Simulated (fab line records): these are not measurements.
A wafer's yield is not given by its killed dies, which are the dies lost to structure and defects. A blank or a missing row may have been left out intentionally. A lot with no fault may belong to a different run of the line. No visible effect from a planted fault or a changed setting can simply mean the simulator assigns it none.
fab line records | flow nand_harc
record: lots: 7 | wafers: 21 | last_day: 32
route steps=1302 shown A_STAIRCASE@886 A_SGD_CUT@890 END@1302
lots untouched by any fault: they come from a run of this same line in which no faults occurred
start_h: hours from the record's first day to the start of the lot's first wafer shown | wait_h: time in hours since the lot's previous step | " same as the row above | L1.1+2: a row that stands for several wafers | - value missing, or start not given | * or withheld: withheld | < > ~ a bound
route shown NAME@n: NAME is a module with steps in the file, n the number in the route of the first one | usual: mean/standard deviation taken from wafers without a fault | same: alike in all rows | chamber/n: place in a boat | sites: readings site by site | _std_site: standard deviation of those values | _edge_site: mean of outer sites minus mean of inner sites | radius_mm: for every site, how far away it sits from the centre of the wafer | mask NAME#n: copy n | behind: tool/chamber where the wafer was last shaped | hold: what put the lot on hold/how long, in hours/how the hold closed | device: the n, p or np transistor that did not switch | end of line: at the end of the route, the tests of the same wafers | for a step that has no rows: nothing shown but its recipe | killed: dies lost to structure and defects at the first sort, not the wafer's yield | map: shows each die of a wafer: x if killed, . if not, _ if none is there
set.NAME: the run value of the setting; set.NAME@STEP: its run value at that earlier step | model.NAME: the simulator's own value behind a step, which no gauge read
lots seen at some steps along the route; tables by step, rows by wafer
services: a tool's chamber out of use, with start hour (start_h, from the record's first day; less than 0 if before it), hours out, and reason
== steps ==
step: NHARC_A_STAIRCASE_CMP_472
recipe: material: SiO2
usual: motor_current_A: 12.1/1.6 | retaining_ring_pressure_frac: 1.001/0.0047
lot.wafer | tool   | chamber | start_h | wait_h | motor_current_A | retaining_ring_pressure_frac
L951.3    | cmp-04 | 1       | 438.12  | 0.2    | 10.8            | 1.005
L951.2    | "      | 0       | "       | "      | 11.4            | 0.991
L951.6    | "      | 2       | "       | "      | 14.4            | 0.999
L958.4    | cmp-01 | 0       | 487.41  | 0.1    | 11.7            | 0.996
L958.1    | "      | 2       | "       | "      | 11.0            | 1.002
L958.5    | "      | 0       | "       | "      | 12.2            | 0.996
L959.4    | cmp-03 | 2       | 526.36  | 0.2    | 13.7            | 1.000
L959.1    | "      | 0       | "       | "      | 12.4            | 0.998
L959.3    | "      | 1       | "       | "      | 11.7            | 1.002
L962.4    | cmp-04 | 1       | 558.01  | 0.2    | 11.4            | 1.002
L962.2    | "      | 3       | "       | "      | 9.8             | 1.001
L962.5    | "      | 0       | "       | "      | 11.1            | 0.998
L968.1    | cmp-01 | 0       | 592.79  | 0.3    | 11.7            | 1.002
L968.4    | "      | 1       | "       | "      | 13.2            | 1.006
L968.5    | "      | 2       | "       | "      | 10.6            | 1.003
L971.3    | cmp-01 | 1       | 638.03  | 0.2    | 12.6            | 1.000
L971.1    | "      | 2       | "       | "      | 10.0            | 0.998
L971.2    | "      | 0       | "       | "      | 11.7            | 1.004
L972.4    | cmp-03 | 1       | 638.72  | 0.1    | 10.8            | 1.004
L972.5    | "      | 1       | "       | "      | 11.3            | 1.007
L972.6    | "      | 2       | "       | "      | 13.6            | 1.001
step: NHARC_A_STAIRCASE_SRD_474
step: NHARC_A_STAIRCASE_INSPECT_155
usual: raw_defect_count: 414/130
lot.wafer | tool              | chamber | start_h | wait_h | raw_defect_count
L951.2    | defect_inspect-02 | -       | 438.46  | 0.1    | 567
L951.3    | "                 | -       | "       | "      | 366
L951.6    | "                 | -       | "       | "      | 372
L958.1    | defect_inspect-01 | -       | 487.74  | 0.1    | 563
L958.4    | "                 | -       | "       | "      | 771
L958.5    | "                 | -       | "       | "      | 742
L959.1    | defect_inspect-02 | -       | 526.70  | 0.1    | 512
L959.3    | "                 | -       | "       | "      | 395
L959.4    | "                 | -       | "       | "      | 325
L962.2    | defect_inspect-02 | -       | 558.33  | 0.1    | 186
L962.4    | "                 | -       | "       | "      | 358
L962.5    | "                 | -       | "       | "      | 407
L968.1    | defect_inspect-01 | -       | 593.08  | 0.1    | 735
L968.4    | "                 | -       | "       | "      | 439
L968.5    | "                 | -       | "       | "      | 308
L971.1    | defect_inspect-01 | -       | 638.37  | 0.1    | 332
L971.2    | "                 | -       | "       | "      | 385
L971.3    | "                 | -       | "       | "      | 455
L972.4    | defect_inspect-02 | -       | 639.06  | 0.1    | 288
L972.5    | "                 | -       | "       | "      | 321
L972.6    | "                 | -       | "       | "      | 225
step: NHARC_A_SGD_CUT_DEP_00
recipe: target_thk_a: 500 | temp_c: 400 | target_thk_nm: 50 | flow_sccm: 200 | rf_w: 450 | material: SiNx
usual: heater_power_w: 758/63
lot.wafer | tool     | chamber | start_h | wait_h | heater_power_w
L951.2    | pecvd-01 | 2       | 438.53  | 0.1    | 861
L951.3    | "        | 0       | "       | "      | 747
L951.6    | "        | 0       | "       | "      | 767
L958.1    | pecvd-01 | 0       | 487.87  | 0.1    | 778
L958.4    | "        | 2       | "       | "      | 833
L958.5    | "        | 0       | "       | "      | 747
L959.1    | pecvd-04 | 2       | 526.77  | 0.1    | 663
L959.3    | "        | 0       | "       | "      | 766
L959.4    | "        | 2       | "       | "      | 662
L962.2    | pecvd-04 | 0       | 558.42  | 0.1    | 777
L962.5    | "        | 2       | "       | "      | 710
L962.4    | "        | 1       | "       | "      | 780
L968.1    | pecvd-04 | 1       | 593.15  | 0.1    | 677
L968.4    | "        | 1       | "       | "      | 695
L968.5    | "        | 2       | "       | "      | 749
L971.2    | pecvd-01 | 2       | 638.79  | 0.4    | 774
L971.3    | "        | 0       | "       | "      | 749
L971.1    | "        | 1       | "       | "      | 700
L972.5    | pecvd-01 | 0       | 639.21  | 0.2    | 644
L972.4    | "        | 1       | "       | "      | 831
L972.6    | "        | 2       | "       | "      | 820
step: NHARC_A_SGD_CUT_DEHYDRATE_01
recipe: temp_c: 150 | time_s: 120
step: NHARC_A_SGD_CUT_HMDS_02
recipe: time_s: 30
step: NHARC_A_SGD_CUT_COAT_56
recipe: temp_c: 260 | time_s: 75
step: NHARC_A_SGD_CUT_COAT_57
recipe: temp_c: 225 | time_s: 65
step: NHARC_A_SGD_CUT_COAT_03
recipe: spin_rpm: 1500 | resist_thk_nm: 90
step: NHARC_A_SGD_CUT_SOFTBAKE_04
recipe: temp_c: 105 | time_s: 55
step: NHARC_A_SGD_CUT_EBR_05
step: NHARC_A_SGD_CUT_EXPOSE_06
recipe: na: 1.35 | dose_mj: 85.59 | mask_id: SGD
usual: exposure_dose_mJ_cm2: 85.58/0.085
lot.wafer | tool            | chamber | start_h | wait_h | mask  | exposure_dose_mJ_cm2
L951.2    | arfi_scanner-02 | 0       | 439.11  | -      | SGD#0 | 85.76
L951.3    | "               | 0       | "       | "      | SGD#0 | 85.81
L951.6    | "               | 0       | "       | "      | SGD#0 | 85.70
L958.1    | arfi_scanner-02 | 0       | 488.39  | -      | SGD#0 | 89.06
L958.4    | "               | 0       | "       | "      | SGD#0 | 89.14
L958.5    | "               | 0       | "       | "      | SGD#0 | 88.99
L959.1    | arfi_scanner-02 | 0       | 527.35  | -      | SGD#0 | 88.40
L959.3    | "               | 0       | "       | "      | SGD#0 | 88.39
L959.4    | "               | 0       | "       | "      | SGD#0 | 88.48
L962.2    | arfi_scanner-02 | 0       | 558.98  | -      | SGD#0 | 87.69
L962.4    | "               | 0       | "       | "      | SGD#0 | 87.81
L962.5    | "               | 0       | "       | "      | SGD#0 | 87.77
L968.1    | arfi_scanner-01 | 0       | 593.61  | -      | SGD#0 | 85.57
L968.4    | "               | 0       | "       | "      | SGD#0 | 85.58
L968.5    | "               | 0       | "       | "      | SGD#0 | 85.61
L971.1    | arfi_scanner-01 | 0       | 639.37  | -      | SGD#0 | 85.58
L971.2    | "               | 0       | "       | "      | SGD#0 | 85.62
L971.3    | "               | 0       | "       | "      | SGD#0 | 85.60
L972.4    | arfi_scanner-01 | 0       | 639.60  | -      | SGD#0 | 85.75
L972.5    | "               | 0       | "       | "      | SGD#0 | 85.60
L972.6    | "               | 0       | "       | "      | SGD#0 | 85.64
step: NHARC_A_SGD_CUT_PEB_07
recipe: peb_temp_c: 100 | peb_time_s: 65
step: NHARC_A_SGD_CUT_DEVELOP_08
recipe: develop_time_s: 35 | dev_temp_c: 23
step: NHARC_A_SGD_CUT_CD_MEAS_09
recipe: target_cd_nm: 100 | landing_energy_ev: 500
usual: cd_nm: 100.1/0.5
lot.wafer | tool      | chamber | start_h | wait_h | cd_nm
L951.2    | cd_sem-02 | 0       | 439.25  | -      | 100.3
L951.3    | "         | 0       | "       | "      | 100.6
L951.6    | "         | 0       | "       | "      | 100.0
L958.1    | cd_sem-01 | 0       | 488.53  | -      | 102.7
L958.4    | "         | 0       | "       | "      | 101.4
L958.5    | "         | 0       | "       | "      | 103.1
L959.1    | cd_sem-03 | 0       | 527.49  | -      | 103.0
L959.3    | "         | 0       | "       | "      | 102.3
L959.4    | "         | 0       | "       | "      | 102.9
L962.2    | cd_sem-03 | 0       | 559.13  | -      | 101.7
L962.4    | "         | 0       | "       | "      | 102.0
L962.5    | "         | 0       | "       | "      | 101.7
L968.1    | cd_sem-03 | 0       | 593.75  | -      | 100.4
L968.4    | "         | 0       | "       | "      | 99.8
L968.5    | "         | 0       | "       | "      | 100.7
L971.1    | cd_sem-01 | 0       | 639.51  | -      | 100.2
L971.2    | "         | 0       | "       | "      | 100.6
L971.3    | "         | 0       | "       | "      | 100.2
L972.4    | cd_sem-02 | 0       | 639.74  | -      | 100.7
L972.5    | "         | 0       | "       | "      | 100.8
L972.6    | "         | 0       | "       | "      | 100.7
step: NHARC_A_SGD_CUT_OVL_MEAS_10
usual: overlay_x_nm: -0.1/0.94 | overlay_y_nm: 0.1/0.72
lot.wafer | tool       | chamber | start_h | wait_h | overlay_x_nm | overlay_y_nm
L951.2    | overlay-01 | -       | 439.34  | -      | 1.5          | -0.4
L951.3    | "          | -       | "       | "      | 1.7          | -0.1
L951.6    | "          | -       | "       | "      | 1.1          | -0.7
L958.1    | overlay-01 | -       | 488.62  | -      | -0.6         | 0.9
L958.4    | "          | -       | "       | "      | -0.3         | 0.9
L958.5    | "          | -       | "       | "      | -0.5         | 1.6
L959.1    | overlay-02 | -       | 527.58  | -      | 0.3          | 0.2
L959.3    | "          | -       | "       | "      | 0.4          | -0.3
L959.4    | "          | -       | "       | "      | 0.3          | -0.1
L962.2    | overlay-01 | -       | 559.21  | -      | 0.3          | -0.9
L962.4    | "          | -       | "       | "      | 0.0          | -1.1
L962.5    | "          | -       | "       | "      | 0.1          | -0.4
L968.1    | overlay-02 | -       | 593.84  | -      | -0.3         | 0.3
L968.4    | "          | -       | "       | "      | 0.2          | 0.2
L968.5    | "          | -       | "       | "      | 0.4          | 0.3
L971.1    | overlay-01 | -       | 639.60  | -      | 0.3          | -0.7
L971.2    | "          | -       | "       | "      | 0.9          | 0.3
L971.3    | "          | -       | "       | "      | 0.6          | -0.5
L972.4    | overlay-02 | -       | 639.82  | -      | -0.9         | -0.4
L972.5    | "          | -       | "       | "      | -0.7         | -0.4
L972.6    | "          | -       | "       | "      | -1.2         | -0.1
step: NHARC_END_SORT_01
recipe: temp_c: 25
usual: killed_at_array: 55/19 | killed_at_other: 0.6/0.99 | killed_at_periphery: 4.2/2.6 | killed_dies: 60/18 | killed_open: 3.4/1.7 | killed_short: 2.3/1.5
same: gross_dies: 677
lot.wafer | tool      | chamber | start_h | wait_h | killed_at_array | killed_at_other | killed_at_periphery | killed_dies | killed_open | killed_short
L958.1    | prober-02 | 0       | 615.13  | 2.5    | 72              | 1               | 4                   | 77          | 2           | 1
L958.4    | prober-02 | 0       | 617.53  | 3.4    | 67              | 0               | 3                   | 70          | 1           | 1
L958.5    | prober-02 | 0       | 618.33  | 3.7    | 64              | 0               | 3                   | 67          | 2           | 0
L962.2    | prober-02 | 0       | 683.16  | 2.8    | 24              | 3               | 5                   | 32          | 6           | 1
L962.4    | prober-02 | 0       | 684.77  | 3.4    | 28              | 3               | 3                   | 34          | 4           | 3
L962.5    | prober-02 | 0       | 685.58  | 3.7    | 32              | 2               | 7                   | 41          | 5           | 4
killed by level:class
L958.1 A_CHANNEL_HOLE_D1:chamber_film_flake=35 A_CHANNEL_HOLE_D2:chamber_film_flake=22 A_STAIRCASE:chamber_film_flake=5 A_CONTACT:chamber_film_flake=4 P_GATE:chamber_film_flake=2 A_SLIT:chamber_film_flake=2 P_CONTACT:geometric_particle:open=1 A_SGD_CUT:chamber_film_flake=1
L958.4 A_CHANNEL_HOLE_D1:chamber_film_flake=36 A_CHANNEL_HOLE_D2:chamber_film_flake=19 A_CONTACT:chamber_film_flake=5 A_STAIRCASE:chamber_film_flake=3 P_GATE:chamber_film_flake=2 A_DECK1_JOINT:geometric_particle:short=1 A_M0:geometric_particle:open=1 P_BONDPAD:chamber_film_flake=1
L958.5 A_CHANNEL_HOLE_D2:chamber_film_flake=35 A_CHANNEL_HOLE_D1:chamber_film_flake=24 P_GATE:geometric_particle:open=2 A_CONTACT:chamber_film_flake=2 A_BLC:chamber_film_flake=2 P_BONDPAD:chamber_film_flake=1 A_SLIT:chamber_film_flake=1
L962.2 A_CHANNEL_HOLE_D1:chamber_film_flake=5 A_STAIRCASE:chamber_film_flake=5 A_CONTACT:chamber_film_flake=3 THIN_TSV:chamber_film_flake=3 P_M0:geometric_particle:open=2 P_M0:chamber_film_flake=2 A_SLIT:chamber_film_flake=2 A_CHANNEL_HOLE_D2:geometric_particle:open=1
L962.4 A_CHANNEL_HOLE_D1:chamber_film_flake=5 A_STAIRCASE:chamber_film_flake=5 A_CONTACT:chamber_film_flake=5 A_M0:geometric_particle:open=2 A_SLIT:chamber_film_flake=2 A_WL_FILL:chamber_film_flake=2 A_BONDPAD:chamber_film_flake=2 THIN_TSV:chamber_film_flake=2
L962.5 A_CHANNEL_HOLE_D1:chamber_film_flake=10 A_STAIRCASE:chamber_film_flake=4 A_WL_FILL:chamber_film_flake=4 A_CHANNEL_FILL_D1:chamber_film_flake=3 A_CONTACT:chamber_film_flake=3 P_M0:chamber_film_flake=2 A_SLIT:chamber_film_flake=2 P_CONTACT:geometric_particle:open=1
== services ==
tool            | chamber | start_h | hours | kind
arfi_scanner-01 | -       | 424.00  | 4.0   | pm
cmp-03          | -       | 436.96  | 1.8   | repair
pecvd-04        | -       | 450.00  | 13.0  | pm
cmp-03          | -       | 456.08  | 4.0   | pm
cmp-03          | -       | 474.61  | 0.4   | repair
arfi_scanner-02 | -       | 484.00  | 4.0   | pm
cmp-01          | -       | 490.47  | 4.0   | pm
pecvd-01        | -       | 492.16  | 13.0  | pm
cmp-04          | -       | 494.39  | 1.0   | repair
cmp-04          | -       | 503.14  | 4.0   | pm
arfi_scanner-01 | -       | 504.46  | 0.2   | repair
arfi_scanner-01 | -       | 507.87  | 3.3   | repair
cmp-01          | -       | 523.48  | 0.5   | repair
pecvd-01        | -       | 543.51  | 0.4   | repair
pecvd-01        | -       | 546.89  | 0.9   | repair
cmp-01          | -       | 556.16  | 0.9   | repair
arfi_scanner-01 | -       | 558.55  | 0.2   | repair
arfi_scanner-01 | -       | 562.45  | 1.7   | repair
arfi_scanner-01 | -       | 573.22  | 0.2   | repair
cmp-01          | -       | 588.47  | 4.0   | pm
arfi_scanner-01 | -       | 596.00  | 4.0   | pm
arfi_scanner-01 | -       | 601.70  | 1.9   | repair
arfi_scanner-02 | -       | 616.50  | 2.1   | repair
pecvd-04        | -       | 631.00  | 13.0  | pm
== key ==
first_sign: step: NHARC_A_SGD_CUT_EXPOSE_06 | reading: exposure_dose_mJ_cm2 | direction: up | sigmas: 33 | usual: 85.58 | struck: 88.42
effect: step: NHARC_A_SGD_CUT_CD_MEAS_09 | reading: cd_nm | direction: up | sigmas: 4.4 | usual: 100.1 | struck: 102.3 | through: control_loop
met_at NHARC_A_SGD_CUT_EXPOSE_06
struck_wafers L958.1,L958.4,L958.5,L959.1,L959.3,L959.4,L962.2,L962.4,L962.5
tester_left_out L958,L959,L962
loop_trim: step: NHARC_A_SGD_CUT_EXPOSE_06 | setting: dose | lots: L959,L962
onset_between 439.11 488.39
fault: kind: process_parameter_drift | tool: arfi_scanner-02 | chamber: - | onset_h: 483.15 | steps: NHARC_A_SGD_CUT_EXPOSE_06 | channel: dose_mj | offset: 3.4897 | shape: step | acts_in: these_recipes_only | stated: 85.59
tester_left_out: of these lots the tester's yield and bins aren't shown, on N5 and GAA mostly nor the transistor test; their killed dies are dies lost to structure and defects alone, not to doping, threshold or leakage, so they don't give the yield
loop_trim: a control loop set the setting to another value than it would have without faults
